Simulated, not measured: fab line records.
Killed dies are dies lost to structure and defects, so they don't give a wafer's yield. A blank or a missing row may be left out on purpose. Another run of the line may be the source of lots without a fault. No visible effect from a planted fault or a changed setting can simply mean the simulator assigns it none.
fab line records	flow n5_finfet
record: lots: 9	wafers: 24	last_day: 19
route steps=1938 shown FIN_CUT@176 STI_FIN_REVEAL@189 BEOL_M4@1111 PASSIVATION@1936
lots untouched by any fault: they come from a run of this same line in which no faults occurred
start_h: hours from the record's first day to the start of the lot's first wafer shown	wait_h: hours since the lot's step before	" as in the row above	L1.1+2: several wafers, shown together as one row	- either no value or no given start	* or withheld: withheld	< > ~ a bound
route shown NAME@n: a module of which the file shows steps, and the number in the route of the first	usual: mean/standard deviation taken from wafers without a fault	same: alike in all rows	chamber/n: place in a boat	sites: each site's reading	_std_site: the standard deviation of these	_edge_site: inner sites' mean taken away from outer sites' mean	radius_mm: how far each site lies from the wafer's centre	mask NAME#n: copy n	behind: the last tool/chamber to shape the wafer	hold: what put the lot on hold/how long, in hours/how the hold closed	device: which transistor (n, p or np) failed to switch	end of line: at the end of the route, the tests of the same wafers	a step with no rows: only its recipe	killed: at the first sort, the dies lost to defects and structure; wafer yield is something else	map: dies across one wafer; x = killed, . = not, _ = none there
set.NAME: the setting as run; set.NAME@STEP: as run at that earlier step	model.NAME: the simulator's own value behind a step, which no gauge read
a sample of lots followed through the steps of the route, with each step as a table and each wafer as a row
services: a tool's chamber out of use, with start hour (start_h, from the record's first day; less than 0 if before it), hours out, and reason
== steps ==
step: N5_FIN_CUT_CUT_ETCH_15
recipe: chemistry: HBr/Cl2/O2	target: Si	target_depth_a: 1000	bt_time_s: 10	mask_material: SOC	time_s: 42.4	ion_energy_ev: *	bias_w: *	pressure_mtorr: 10	icp_w: 800	HBr_flow_sccm: 150	Cl2_flow_sccm: 80	O2_flow_sccm: 12
usual: O2_flow_sccm: 12.00/0.037	drypump_motor_current_A: 5.5/0.48	oes_product_au: 0.998/0.016	throttle_valve_pct: 37.2/0.31
lot.wafer	tool	chamber	start_h	wait_h	O2_flow_sccm	drypump_motor_current_A	oes_product_au	rf_hours_counter_h	throttle_valve_pct
L597.1	rie_si-01	0	30.26	0.1	12.07	5.1	1.010	5	36.9
L597.4	"	1	"	"	12.01	6.5	1.018	138	37.1
L597.6	"	3	"	"	11.97	4.7	0.985	-	37.3
L601.1	rie_si-04	2	53.39	0.1	11.98	5.8	0.980	72	36.8
L601.3	"	0	"	"	12.06	5.9	1.021	114	37.7
L603.1	rie_si-02	1	63.94	0.1	12.03	4.9	1.024	202	36.8
L603.2	"	0	"	"	12.01	5.9	0.985	133	37.1
L605.1	rie_si-02	2	76.62	0.1	12.03	5.5	0.992	7	37.2
L605.3	"	0	"	"	11.98	6.0	0.979	133	37.2
L605.4	"	2	"	"	12.08	5.5	0.990	-	37.2
L611.1	rie_si-02	0	113.96	0.1	12.01	6.0	0.997	133	37.1
L611.5	"	2	"	"	12.00	5.5	0.995	-	37.2
L613.1	rie_si-04	2	124.32	0.1	11.96	5.8	0.976	73	36.7
L613.2	"	3	"	"	12.03	5.4	0.981	53	37.1
L613.4	"	0	"	"	12.00	5.9	1.028	115	37.7
L617.2	rie_si-01	0	150.32	0.1	12.07	5.1	1.015	8	37.0
L617.5	"	1	"	"	12.03	6.4	1.015	-	37.1
L617.6	"	2	"	"	12.04	5.5	1.005	-	36.9
L619.1	rie_si-04	0	162.22	0.1	12.04	6.0	1.029	116	37.7
L619.2	"	3	"	"	12.02	5.4	0.992	54	37.1
L619.6	"	2	"	"	12.00	5.8	0.981	-	36.7
L620.1	rie_si-01	3	166.05	0.1	12.02	4.7	0.979	16	37.3
L620.3	"	0	"	"	11.97	5.1	1.009	8	37.0
L620.5	"	2	"	"	12.00	5.5	1.004	-	36.9
step: N5_FIN_CUT_CUT_ETCH_28
recipe: chemistry: HBr/Cl2/O2	target: Si	target_depth_a: 60	mask_material: SOC	time_s: 2.4	ion_energy_ev: *	bias_w: *	pressure_mtorr: 10	icp_w: 800	HBr_flow_sccm: 150	Cl2_flow_sccm: 80	O2_flow_sccm: 12
usual: O2_flow_sccm: 12.00/0.04	drypump_motor_current_A: 5.5/0.48	oes_product_au: 0.998/0.016	throttle_valve_pct: 37.2/0.31
lot.wafer	tool	chamber	start_h	wait_h	O2_flow_sccm	drypump_motor_current_A	oes_product_au	rf_hours_counter_h	throttle_valve_pct
L597.1	rie_si-01	0	30.32	0.0	11.98	5.1	1.008	6	36.9
L597.4	"	1	"	"	12.08	6.4	1.010	138	37.1
L597.6	"	3	"	"	12.02	4.7	0.985	-	37.3
L601.1	rie_si-04	2	53.44	0.0	12.00	5.8	0.977	72	36.8
L601.3	"	0	"	"	12.03	5.9	1.027	114	37.7
L603.1	rie_si-02	1	64.00	0.0	11.95	4.9	1.024	202	36.8
L603.2	"	0	"	"	12.04	5.9	0.992	133	37.2
L605.1	rie_si-02	2	76.67	0.0	12.02	5.5	0.988	7	37.2
L605.3	"	0	"	"	11.98	5.9	0.987	133	37.2
L605.4	"	2	"	"	12.05	5.5	0.996	-	37.2
L611.1	rie_si-02	0	114.02	0.0	12.02	6.0	0.992	133	37.1
L611.5	"	2	"	"	12.01	5.5	0.991	-	37.2
L613.1	rie_si-04	2	124.37	0.0	12.02	5.8	0.982	73	36.7
L613.2	"	3	"	"	11.98	5.4	0.991	53	37.1
L613.4	"	0	"	"	12.05	5.9	1.034	115	37.7
L617.2	rie_si-01	0	150.37	0.0	11.99	5.1	1.007	8	37.0
L617.5	"	1	"	"	12.03	6.5	1.010	-	37.1
L617.6	"	2	"	"	12.00	5.5	1.007	-	36.9
L619.1	rie_si-04	0	162.28	0.0	12.01	5.9	1.023	116	37.7
L619.2	"	3	"	"	12.02	5.4	0.985	54	37.1
L619.6	"	2	"	"	11.99	5.8	0.977	-	36.7
L620.1	rie_si-01	3	166.10	0.0	12.01	4.7	0.981	16	37.2
L620.3	"	0	"	"	11.94	5.1	1.018	8	36.9
L620.5	"	2	"	"	12.00	5.5	1.004	-	36.9
step: N5_STI_FIN_REVEAL_DENSIFY_30
recipe: temp_c: *	time_s: *	ambient: N2	idle_temp_c: 600	ramp_up_c_per_s: 150	ramp_down_c_per_s: 60	cool_to_c: 600
usual: lamp_power_pct: 11.53/0.053	wafer_temp_C_max: *
lot.wafer	tool	chamber	start_h	wait_h	lamp_power_pct	wafer_temp_C_max
L597.1	rtp_anneal-02	0	36.23	0.1	11.58	*
L597.4	"	0	"	"	11.51	*
L597.6	"	0	"	"	11.55	*
L601.1	rtp_anneal-02	0	60.38	0.1	11.48	*
L601.3	"	0	"	"	11.52	*
L603.1	rtp_anneal-02	0	69.68	0.0	11.56	*
L603.2	"	0	"	"	11.43	*
L605.1	rtp_anneal-02	0	82.74	0.0	11.54	*
L605.3	"	0	"	"	11.55	*
L605.4	"	0	"	"	11.53	*
L611.1	rtp_anneal-02	0	119.94	0.2	11.48	*
L611.5	"	0	"	"	11.60	*
L613.1	rtp_anneal-01	0	130.27	0.0	11.54	*
L613.2	"	0	"	"	11.54	*
L613.4	"	0	"	"	11.55	*
L617.2	rtp_anneal-01	0	156.36	0.2	11.50	*
L617.5	"	0	"	"	11.49	*
L617.6	"	0	"	"	11.42	*
L619.1	rtp_anneal-02	0	169.31	0.2	11.57	*
L619.2	"	0	"	"	11.51	*
L619.6	"	0	"	"	11.44	*
L620.1	rtp_anneal-02	0	172.13	0.2	11.52	*
L620.3	"	0	"	"	11.62	*
L620.5	"	0	"	"	11.44	*
step: N5_STI_FIN_REVEAL_ETCHBACK_08
recipe: chemistry: C4F6/O2	target: SiO2	target_depth_a: 305	time_s: 10.167	ion_energy_ev: 250	pressure_mtorr: 30	source_w: 345	bias_w: 185	Ar_flow_sccm: 300	C4F6_flow_sccm: 10	O2_flow_sccm: 10
usual: O2_flow_sccm: 10.000/0.03	drypump_motor_current_A: 5.6/0.6	oes_product_au: 0.83/0.1	rf_vpp_V: 663/14	showerhead_plenum_p_Torr: 2.85/0.089	throttle_valve_pct: 21.20/0.25
lot.wafer	tool	chamber	start_h	wait_h	O2_flow_sccm	drypump_motor_current_A	oes_product_au	rf_hours_counter_h	rf_vpp_V	showerhead_plenum_p_Torr	throttle_valve_pct
L597.1	rie_diel-03	3	36.44	0.2	9.973	5.1	0.67	239	685	2.81	21.25
L597.4	"	0	"	"	10.009	5.7	0.69	212	637	2.71	21.42
L597.6	"	3	"	"	9.937	5.1	0.68	-	686	2.81	21.24
L601.1	rie_diel-05	3	60.59	0.2	10.008	5.7	0.90	22	658	2.77	20.77
L601.3	"	2	"	"	10.023	6.6	0.94	10	670	2.90	20.86
L603.1	rie_diel-05	3	69.90	0.2	9.998	5.7	0.90	24	657	2.77	20.78
L603.2	"	0	"	"	10.005	5.1	0.97	5	662	2.91	20.89
L605.1	rie_diel-05	0	82.95	0.2	10.013	5.1	0.94	10	665	2.91	20.89
L605.3	"	3	"	"	10.011	5.7	0.90	29	657	2.77	20.79
L605.4	"	1	"	"	10.003	5.5	0.76	148	658	2.97	21.43
L611.1	rie_diel-05	0	120.15	0.2	10.040	5.1	0.91	23	664	2.90	20.91
L611.5	"	2	"	"	9.965	6.6	0.90	-	670	2.89	20.89
L613.1	rie_diel-05	3	130.75	0.5	10.028	5.7	0.88	40	658	2.76	20.82
L613.2	"	0	"	"	9.998	5.1	0.90	26	664	2.90	20.93
L613.4	"	1	"	"	9.942	5.5	0.75	165	657	2.96	21.44
L617.2	rie_diel-04	3	156.54	0.2	9.992	6.2	0.75	168	651	2.96	21.39
L617.5	"	3	"	"	9.998	6.2	0.75	-	651	2.96	21.41
L617.6	"	2	"	"	9.987	4.9	0.68	-	650	2.71	21.30
L619.1	rie_diel-03	0	169.54	0.2	10.029	5.7	0.96	3	647	3.03	21.07
L619.2	"	2	"	"	9.997	5.1	0.85	57	674	2.80	21.35
L619.6	"	3	"	"	9.993	5.1	0.89	-	685	2.80	20.97
L620.1	rie_diel-03	3	172.42	0.3	9.995	5.1	0.88	28	685	2.79	20.96
L620.3	"	1	"	"	9.994	4.7	0.85	56	683	2.79	21.42
L620.5	"	0	"	"	9.931	5.7	0.97	-	647	3.03	21.11
step: N5_STI_FIN_REVEAL_FIN_H_MEAS_10
usual: trench_depth_nm: 52.1/0.96
lot.wafer	tool	chamber	start_h	wait_h	trench_depth_nm
L597.1	ocd-01	-	39.40	0.0	50.4
L597.4	"	-	"	"	50.9
L597.6	"	-	"	"	50.8
L601.1	ocd-01	-	63.54	0.0	52.6
L601.3	"	-	"	"	53.6
L603.1	ocd-01	-	73.04	0.0	53.1
L603.2	"	-	"	"	52.2
L605.1	ocd-01	-	85.92	0.0	51.8
L605.3	"	-	"	"	52.3
L605.4	"	-	"	"	51.4
L611.1	ocd-01	-	123.10	0.0	51.8
L611.5	"	-	"	"	44.5
L613.1	ocd-02	-	133.70	0.0	53.2
L613.2	"	-	"	"	44.5
L613.4	"	-	"	"	51.3
L617.2	ocd-02	-	159.90	0.0	50.4
L617.5	"	-	"	"	51.3
L617.6	"	-	"	"	50.3
L619.1	ocd-01	-	172.83	0.0	51.5
L619.2	"	-	"	"	52.7
L619.6	"	-	"	"	51.8
L620.1	ocd-01	-	175.57	0.0	51.8
L620.3	"	-	"	"	52.2
L620.5	"	-	"	"	52.1
step: N5_BEOL_M4_RC_MEAS_101
usual: DIBL_N: 36.4/1.9	DIBL_P: 35.8/2.1	IOFF_N: 0.158/0.029	IOFF_N_85C: 3.1/0.49	IOFF_N_LIN: 0.073/0.011	IOFF_P: 0.21/0.035	IOFF_P_85C: 3.6/0.51	IOFF_P_LIN: 0.101/0.013	ION_N: 676/14	ION_P: 465/9.7	REXT_N: 75.0/1.8	REXT_P: 100.8/2.2	SS_N: 71.5/0.66	SS_P: 73.4/0.7	VT_N: 249.8/3	VT_P: -250/3.3
lot.wafer	tool	chamber	start_h	wait_h	DIBL_N[mV/V]	DIBL_P[mV/V]	IOFF_N[nA/um]	IOFF_N_85C[nA/um]	IOFF_N_LIN[nA/um]	IOFF_P[nA/um]	IOFF_P_85C[nA/um]	IOFF_P_LIN[nA/um]	ION_N[uA/um]	ION_P[uA/um]	REXT_N[ohm.um]	REXT_P[ohm.um]	SS_N[mV/dec]	SS_P[mV/dec]	VT_N[mV]	VT_P[mV]
L597.1	prober-01	0	202.33	0.0	38.5	39.9	0.219	4.1	0.099	0.27	4.4	0.116	677	463	75.2	98.3	71.9	75.0	242.7	-249
L597.4	"	0	"	"	37.8	36.8	0.196	3.7	0.086	0.21	3.6	0.097	677	455	74.6	99.2	72.8	73.8	249.7	-251
L597.6	"	0	"	"	37.9	37.4	0.190	3.6	0.083	0.21	3.6	0.098	665	452	74.4	98.9	72.8	74.1	250.0	-253
L601.1	prober-02	0	211.23	0.3	38.7	39.5	0.200	3.8	0.092	0.23	3.8	0.100	693	465	73.3	102.3	72.1	74.2	246.4	-250
L601.3	"	0	"	"	37.0	37.7	0.170	3.4	0.083	0.21	3.5	0.094	694	473	73.2	102.1	71.2	73.7	248.1	-253
L603.1	prober-02	0	233.13	0.0	37.6	35.5	0.155	3.1	0.075	0.22	3.7	0.106	688	474	74.6	103.5	70.3	73.1	249.2	-248
L603.2	"	0	"	"	38.4	36.2	0.171	3.3	0.081	0.22	3.8	0.105	690	471	74.7	105.3	71.1	73.4	250.3	-246
L605.1	prober-02	0	242.22	0.0	36.7	36.4	0.161	3.2	0.076	0.22	3.7	0.102	684	468	73.4	99.1	72.4	73.9	250.9	-247
L605.3	"	0	"	"	33.3	32.6	0.110	2.3	0.056	0.17	3.0	0.086	675	465	72.6	97.3	70.9	72.2	255.0	-251
L605.4	"	0	"	"	37.8	36.6	0.167	3.3	0.075	0.23	3.9	0.106	667	461	74.7	97.8	72.5	73.8	252.5	-246
L611.1	prober-01	0	282.14	0.0	36.4	36.5	0.190	3.6	0.088	0.23	3.9	0.108	687	469	79.4	101.1	71.2	73.5	245.3	-252
L611.5	"	0	"	"	76.8	52.0	11.622	114.8	0.288	2.01	24.7	0.205	627	422	84.5	106.3	122.8	91.2	240.3	-244
L613.1	prober-02	0	302.32	0.0	37.2	36.5	0.184	3.5	0.085	0.24	4.1	0.114	702	483	77.6	100.7	71.8	73.5	245.4	-248
L613.2	"	0	"	"	94.3	47.9	16.687	154.9	0.298	1.82	22.1	0.176	614	411	82.5	109.6	142.9	92.4	245.5	-249
L613.4	"	0	"	"	38.0	36.4	0.185	3.6	0.082	0.23	4.0	0.109	687	467	76.0	102.8	72.3	73.7	245.8	-250
L617.2	prober-02	0	329.41	0.2	38.4	37.8	0.196	3.6	0.086	0.23	3.9	0.108	676	461	76.4	103.4	72.1	73.7	247.2	-247
L617.5	"	0	"	"	35.8	33.4	0.134	2.6	0.062	0.17	3.0	0.088	666	454	75.3	102.6	70.3	72.7	250.9	-251
L617.6	"	0	"	"	39.0	37.1	0.208	3.8	0.083	0.23	3.9	0.107	665	457	75.2	104.0	72.7	73.9	247.2	-250
L619.1	prober-02	0	334.96	0.0	37.2	37.9	0.162	3.1	0.073	0.22	3.8	0.103	671	459	78.7	102.0	72.3	73.8	250.7	-250
L619.2	"	0	"	"	35.6	36.8	0.142	2.8	0.067	0.20	3.5	0.098	679	464	78.4	100.8	71.2	72.9	250.5	-249
L619.6	"	0	"	"	36.6	37.2	0.151	2.9	0.069	0.22	3.8	0.104	670	461	78.0	99.7	71.8	73.7	252.0	-248
L620.1	prober-01	0	346.11	0.0	33.6	33.7	0.126	2.5	0.060	0.18	3.2	0.093	668	463	73.8	97.3	72.0	72.9	252.8	-250
L620.3	"	0	"	"	31.6	31.8	0.110	2.2	0.054	0.16	2.9	0.084	667	462	73.0	97.2	70.6	72.2	253.3	-254
L620.5	"	0	"	"	30.2	30.0	0.091	1.9	0.047	0.14	2.6	0.078	652	455	73.2	98.7	70.8	71.9	257.4	-254
step: N5_PASSIVATION_PROBE_49
usual: defect_limited_yield: 91.3/1.3	killed_at_M0_to_M3: 34/9.1	killed_at_M4_up: 14/5.6	killed_at_contacts: 13/5.9	killed_at_front_end: 39/11	killed_at_other: 3.6/3	killed_dies: 102/16	killed_open: 68/12	killed_short: 33/7.3	sort_bin_4_leakage: 0.00/0.01	sort_bin_5_function: 5.2/0.89	sort_bin_6_memory: 3.2/0.68	sort_n_pass: 1078/16	sort_yield_pct: 91.3/1.3
same: gross_dies: 1180	killed_at_back_side: 0	sort_bin_8_speed[%]: 0
lot.wafer	tool	chamber	start_h	wait_h	defect_limited_yield[%]	killed_at_M0_to_M3	killed_at_M4_up	killed_at_contacts	killed_at_front_end	killed_at_other	killed_dies	killed_open	killed_short	sort_bin_4_leakage[%]	sort_bin_5_function[%]	sort_bin_6_memory[%]	sort_n_pass	sort_yield_pct[%]
L597.1	prober-02	-	309.24	0.0	91.2	39	11	11	42	1	104	69	35	0	5.3	3.0	1076	91.2
L597.4	prober-02	-	309.39	0.2	92.0	17	18	7	46	6	94	56	38	0	4.7	3.0	1086	92.0
L597.6	prober-02	-	309.49	0.3	91.0	28	14	8	49	7	106	75	27	0	4.9	3.6	1074	91.0
L601.1	prober-02	-	319.29	0.0	90.3	44	18	6	46	1	115	68	45	0	6.1	2.8	1065	90.3
L601.3	prober-02	-	319.39	0.1	91.5	25	7	1	60	7	100	61	38	0	4.8	3.2	1080	91.5
L605.1	prober-01	-	347.27	0.0	89.6	43	13	5	54	8	123	87	36	0	7.2	3.1	1057	89.6
L605.3	prober-01	-	347.37	0.1	90.0	58	13	10	30	7	118	79	39	0	5.8	4.1	1062	90.0
L605.4	prober-01	-	347.42	0.2	91.8	46	13	9	26	3	97	60	37	0	4.3	3.8	1083	91.8
L611.1	prober-01	-	397.93	0.0	90.7	53	21	4	30	2	110	70	39	0	5.4	3.4	1070	90.7
L611.5	prober-01	-	398.13	0.2	93.6	26	12	9	24	4	75	54	20	93.64	4.5	1.9	0	0
L613.1	prober-02	-	416.10	0.0	92.9	24	16	12	29	3	84	49	35	0	4.6	2.1	1096	92.9
L613.2	prober-02	-	416.15	0.1	91.4	23	17	7	54	0	101	66	30	91.44	4.7	3.2	0	0
L613.4	prober-02	-	416.25	0.2	91.4	46	7	9	39	0	101	64	36	0	5.7	2.7	1079	91.4
L619.1	prober-01	-	450.94	0.0	90.5	29	16	12	45	10	112	66	45	0	5.7	3.6	1068	90.5
L619.2	prober-01	-	450.99	0.1	90.8	30	18	13	45	2	108	66	37	0	5.5	3.2	1072	90.8
L619.6	prober-01	-	451.19	0.3	90.7	41	11	11	40	7	110	80	29	0	5.1	3.8	1070	90.7
killed by level:class
L597.1 FIN_SAQP:geometric_particle:short=15 BEOL_M2:geometric_particle:open=12 MOL_CONTACT_COAG:geometric_particle:open=9 FIN_SAQP:geometric_particle:open=7 BEOL_M1:geometric_particle:open=7 BEOL_M3:geometric_particle:open=7 BEOL_M0_SAQP:geometric_particle:open=5 STI_FIN_REVEAL:geometric_particle:open=4
L597.4 STI_FIN_REVEAL:geometric_particle:open=13 FIN_SAQP:geometric_particle:open=7 FIN_SAQP:geometric_particle:short=7 MOL_CONTACT_COAG:geometric_particle:open=7 BEOL_M0_SAQP:geometric_particle:short=7 BEOL_M4:geometric_particle:short=7 GATE_CUT:geometric_particle:short=5 BEOL_M5:geometric_particle:open=3
L597.6 BEOL_M2:geometric_particle:open=13 STI_FIN_REVEAL:geometric_particle:open=12 MOL_CONTACT_COAG:geometric_particle:open=8 FIN_SAQP:geometric_particle:short=7 BEOL_M4:geometric_particle:open=6 GATE_CUT:geometric_particle:short=5 BEOL_M3:geometric_particle:open=5 BEOL_M0_SAQP:geometric_particle:open=4
L601.1 FIN_SAQP:geometric_particle:short=14 BEOL_M0_SAQP:geometric_particle:short=14 BEOL_M0_SAQP:geometric_particle:open=13 FIN_SAQP:geometric_particle:open=8 BEOL_M4:geometric_particle:open=8 BEOL_M1:geometric_particle:open=6 STI_FIN_REVEAL:geometric_particle:open=5 GATE_CUT:geometric_particle:open=5
L601.3 STI_FIN_REVEAL:geometric_particle:open=14 FIN_SAQP:geometric_particle:short=13 BEOL_M1:geometric_particle:open=7 ILD0:geometric_particle:short=6 FIN_SAQP:geometric_particle:open=4 STI_FIN_REVEAL:geometric_particle:short=4 GATE_CUT:geometric_particle:short=4 BEOL_M0_SAQP:geometric_particle:short=4
L605.1 FIN_SAQP:geometric_particle:open=15 FIN_SAQP:geometric_particle:short=15 BEOL_M2:geometric_particle:open=13 BEOL_M3:geometric_particle:open=9 DUMMY_GATE:geometric_particle:open=7 BEOL_M0_SAQP:geometric_particle:open=7 BEOL_M4:geometric_particle:open=6 MOL_CONTACT_COAG:geometric_particle:open=5
L605.3 BEOL_M0_SAQP:geometric_particle:short=14 BEOL_M1:geometric_particle:open=13 BEOL_M0_SAQP:geometric_particle:open=10 MOL_CONTACT_COAG:geometric_particle:open=8 STI_FIN_REVEAL:geometric_particle:open=7 BEOL_M3:geometric_particle:open=7 BEOL_M4:geometric_particle:open=5 BEOL_M2:geometric_particle:open=5
L605.4 FIN_SAQP:geometric_particle:open=8 BEOL_M1:geometric_particle:open=8 BEOL_M0_SAQP:geometric_particle:open=8 BEOL_M0_SAQP:geometric_particle:short=8 BEOL_M2:geometric_particle:open=7 MOL_CONTACT_COAG:geometric_particle:open=6 BEOL_M0:geometric_particle:short=5 BEOL_M1:geometric_particle:short=4
L611.1 BEOL_M0_SAQP:geometric_particle:open=17 BEOL_M0_SAQP:geometric_particle:short=14 BEOL_M4:geometric_particle:open=13 FIN_SAQP:geometric_particle:open=6 FIN_SAQP:geometric_particle:short=6 BEOL_M2:geometric_particle:open=6 BEOL_M1:geometric_particle:open=4 BEOL_M2:geometric_particle:short=4
L611.5 BEOL_M2:geometric_particle:open=8 MOL_CONTACT_COAG:geometric_particle:open=7 BEOL_M0_SAQP:geometric_particle:open=6 FIN_SAQP:geometric_particle:open=5 DUMMY_GATE:geometric_particle:open=5 BEOL_M4:geometric_particle:open=5 BEOL_M0_SAQP:geometric_particle:short=4 FIN_SAQP:geometric_particle:short=3
L613.1 BEOL_M3:geometric_particle:open=11 MOL_CONTACT_COAG:geometric_particle:open=9 BEOL_M4:geometric_particle:open=8 FIN_SAQP:geometric_particle:short=6 BEOL_M0_SAQP:geometric_particle:short=5 STI_FIN_REVEAL:geometric_particle:open=4 BEOL_M4:geometric_particle:short=4 STI_FIN_REVEAL:geometric_particle:short=3
L613.2 STI_FIN_REVEAL:geometric_particle:open=22 FIN_SAQP:geometric_particle:open=8 BEOL_M0_SAQP:geometric_particle:short=8 MOL_CONTACT_COAG:geometric_particle:open=7 STI_FIN_REVEAL:geometric_particle:short=6 BEOL_M8:geometric_particle:open=5 BEOL_M3:geometric_particle:open=5 HKMG_FIN:area_etch=5
L613.4 BEOL_M0_SAQP:geometric_particle:short=15 BEOL_M0_SAQP:geometric_particle:open=12 FIN_SAQP:geometric_particle:open=11 DUMMY_GATE:geometric_particle:open=8 MOL_CONTACT_COAG:geometric_particle:open=7 BEOL_M3:geometric_particle:open=6 FIN_SAQP:geometric_particle:short=5 BEOL_M1:geometric_particle:short=4
L619.1 GATE_CUT:geometric_particle:short=9 MOL_CONTACT_COAG:geometric_particle:open=9 STI_FIN_REVEAL:geometric_particle:open=8 FIN_SAQP:geometric_particle:short=7 BEOL_M3:geometric_particle:open=7 BEOL_M0_SAQP:geometric_particle:short=7 BEOL_M4:geometric_particle:open=7 DUMMY_GATE:geometric_particle:open=5
L619.2 BEOL_M4:geometric_particle:open=10 STI_FIN_REVEAL:geometric_particle:open=9 BEOL_M0_SAQP:geometric_particle:short=9 FIN_SAQP:geometric_particle:open=7 GATE_CUT:geometric_particle:short=7 MOL_CONTACT_COAG:geometric_particle:open=7 GATE_CUT:geometric_particle:open=6 MOL_CONTACT_COAG:geometric_particle:short=6
L619.6 BEOL_M0_SAQP:geometric_particle:open=11 MOL_CONTACT_COAG:geometric_particle:open=10 BEOL_M3:geometric_particle:open=10 FIN_SAQP:geometric_particle:open=8 STI_FIN_REVEAL:geometric_particle:open=8 GATE_CUT:geometric_particle:short=8 BEOL_M2:geometric_particle:open=5 GATE_CUT:geometric_particle:open=4
== services ==
tool	chamber	start_h	hours	kind
rie_diel-05	2	11.89	8.6	repair
rie_diel-03	-	16.74	14.6	pm
rie_diel-05	2	20.87	-	clean
rie_diel-05	2	20.87	-	consumable_replace:focus_ring
rie_diel-05	2	20.87	14.2	scheduled_down
rie_diel-05	2	20.87	14.2	vent_cycle
rie_diel-05	0	35.31	-	clean
rie_diel-05	0	35.31	-	consumable_replace:focus_ring
rie_diel-05	0	35.31	18.0	scheduled_down
rie_diel-05	0	35.31	18.0	vent_cycle
rie_diel-04	3	37.61	2.4	repair
rtp_anneal-01	-	59.56	5.9	pm
rie_si-02	1	64.42	-	clean
rie_si-02	1	64.42	21.5	scheduled_down
rie_si-02	1	64.42	21.5	vent_cycle
rie_si-04	0	81.41	5.1	repair
rie_si-01	2	118.59	-	clean
rie_si-01	2	118.59	15.3	scheduled_down
rie_si-01	2	118.59	15.3	vent_cycle
rie_si-04	0	140.92	2.2	repair
rie_si-02	1	145.91	2.9	repair
rie_diel-04	0	147.84	10.7	repair
rie_si-01	-	158.11	1.1	repair
rie_si-02	-	170.04	0.6	repair
== key ==
first_sign: step: N5_STI_FIN_REVEAL_FIN_H_MEAS_10	reading: trench_depth_nm	direction: down	sigmas: 8	usual: 52.1	struck: 44.5
effect: step: N5_BEOL_M4_RC_MEAS_101	reading: IOFF_N	direction: up	sigmas: 99+	usual: 0.158	struck: 14.155
effect: step: N5_BEOL_M4_RC_MEAS_101	reading: IOFF_N_85C	direction: up	sigmas: 99+	usual: 3.1	struck: 134.8
effect: step: N5_BEOL_M4_RC_MEAS_101	reading: SS_N	direction: up	sigmas: 93	usual: 71.5	struck: 132.9
effect: step: N5_BEOL_M4_RC_MEAS_101	reading: IOFF_P	direction: up	sigmas: 49	usual: 0.21	struck: 1.92
effect: step: N5_BEOL_M4_RC_MEAS_101	reading: IOFF_P_85C	direction: up	sigmas: 39	usual: 3.6	struck: 23.4
effect: step: N5_BEOL_M4_RC_MEAS_101	reading: DIBL_N	direction: up	sigmas: 27	usual: 36.4	struck: 85.5
effect: step: N5_BEOL_M4_RC_MEAS_101	reading: SS_P	direction: up	sigmas: 26	usual: 73.4	struck: 91.8
effect: step: N5_BEOL_M4_RC_MEAS_101	reading: IOFF_N_LIN	direction: up	sigmas: 20	usual: 0.073	struck: 0.293
effect: step: N5_BEOL_M4_RC_MEAS_101	reading: DIBL_P	direction: up	sigmas: 6.9	usual: 35.8	struck: 49.9
effect: step: N5_BEOL_M4_RC_MEAS_101	reading: IOFF_P_LIN	direction: up	sigmas: 6.7	usual: 0.101	struck: 0.191
effect: step: N5_BEOL_M4_RC_MEAS_101	reading: ION_P	direction: down	sigmas: 4.9	usual: 465	struck: 417
effect: step: N5_BEOL_M4_RC_MEAS_101	reading: REXT_N	direction: up	sigmas: 4.7	usual: 75.0	struck: 83.5
effect: step: N5_PASSIVATION_PROBE_49	reading: sort_bin_4_leakage	direction: up	sigmas: 99+	usual: 0.00	struck: 92.54
met_at N5_STI_FIN_REVEAL_ETCHBACK_08
struck_lots L611,L613
struck_wafers L611.5,L613.2
not_acting_at N5_FIN_CUT_CUT_ETCH_15,N5_FIN_CUT_CUT_ETCH_28,N5_STI_FIN_REVEAL_DENSIFY_30
onset_between 82.95 120.15
fault: kind: process_parameter_drift	tool: rie_diel-05	chamber: -	onset_h: 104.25	steps: N5_STI_FIN_REVEAL_ETCHBACK_08	channel: time_s	offset: *	shape: step	end_h: 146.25	scope: struck_wafers_only	acts_in: *	stated: *
